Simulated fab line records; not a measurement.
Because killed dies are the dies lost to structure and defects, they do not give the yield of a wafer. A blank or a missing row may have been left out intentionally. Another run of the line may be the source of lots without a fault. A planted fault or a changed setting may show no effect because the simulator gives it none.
Problem report, 8D (eight disciplines) form, completed by code || flow n5_finfet || the parts of the form that need people (team, actions taken, sign-off) are left out

== 1. THE ISSUE ==
At N5_BEOL_M10_CMP_52, barrier_field_endpoint_s averages 21.4 s over 4 wafers from 3 lots, while fault-free wafers read 28.9 s, standard deviation 0.72. That puts it -10 standard deviations away from the usual mean.
The step: polishes, stops on SiCOH lowk, t overpolish 7 s, target thk 140 nm.
First seen on wafer L427.3, day 13 23:37, on cmp-03. The record has a number at this step for 30 wafers belonging to 11 lots. Rule for "out", or "out of limits": more than 4 standard deviations from the usual mean. The rest of the wafers with a number are treated as sound.

== 2. WHAT IT IS, AND WHAT IT ISN'T ==
{"question": "which readings at this step", "is": "barrier_field_endpoint_s", "is not": "-"}
{"question": "which lots", "is": "L427, L429, L430", "is not": "L416, L419, L421, L424, L431, L432, L435, L437"}
{"question": "which wafers of those lots", "is": "L427.3, L429.1, L430.1, L430.3", "is not": "L427.2, L429.6"}
{"question": "read on which tools", "is": "cmp-03, cmp-04", "is not": "cmp-02"}
{"question": "when", "is": "from day 13 23:37", "is not": "up to then (13 sound wafers); but 13 sound wafers of L429, L431, L432, L435, L437 came after"}

== 3. THE SUSPECTS, EACH WITH WHAT RULES IT OUT ==
Counting: a tool at a process step up to the reading stays a suspect if it ran every lot that is out. Sound lots after the first of them don't rule it out here, since some wafers of a struck lot are sound.
- pecvd-01 at N5_BEOL_M10_PECVD_70 (deposits SiO2 from TEOS/O2, target thk 20 nm, time 22.7 s): kept. It ran every lot that is out, first L427 (day 13 17:11); its last sound lot up to then is L424 (day 12 14:56).
Remaining after the count: pecvd-01 at N5_BEOL_M10_PECVD_70.

== 4. THE CAUSE (what the simulator had put in) ==
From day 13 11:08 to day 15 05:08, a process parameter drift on pecvd-01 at N5_BEOL_M10_PECVD_70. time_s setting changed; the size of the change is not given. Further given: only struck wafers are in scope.
This tool alone remained once counting was done.

== 5. SEQUENCE OF EFFECTS, ordered by route ==
Each row: a reading whose mean over the struck wafers that have a number lies more than 3 standard deviations from the usual. Scope: only readings with a usual standard deviation given in the record; hours: median across lots of the time from each lot's start at the first step in this table that gives one to its start at this step; sigmas: change in usual standard deviations.
{"hours": 0, "step": "N5_BEOL_M10_CMP_52", "reading": "barrier_field_endpoint_s", "usual": "28.9 s", "on struck wafers": 21.4, "change": -7.5, "sigmas": -10}
The process steps in it:
- N5_BEOL_M10_CMP_52: polishes, stops on SiCOH lowk, t overpolish 7 s, target thk 140 nm.

== 6. HOW IT WOULD HAVE BEEN CAUGHT EARLIER ==
First out-of-limits reading in this record: day 13 23:37, which is 12 hours after fault onset at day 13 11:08.
An alarm limit of 4 standard deviations would not have fired on the tool readings at N5_BEOL_M10_PECVD_70 for which the record gives a usual standard deviation, since none of them was out on any struck wafer.
Among the 3 lots that are out, L430 began N5_BEOL_M10_PECVD_70 on pecvd-01 after day 13 23:37. A tool hold placed at that time would have kept it from harm.
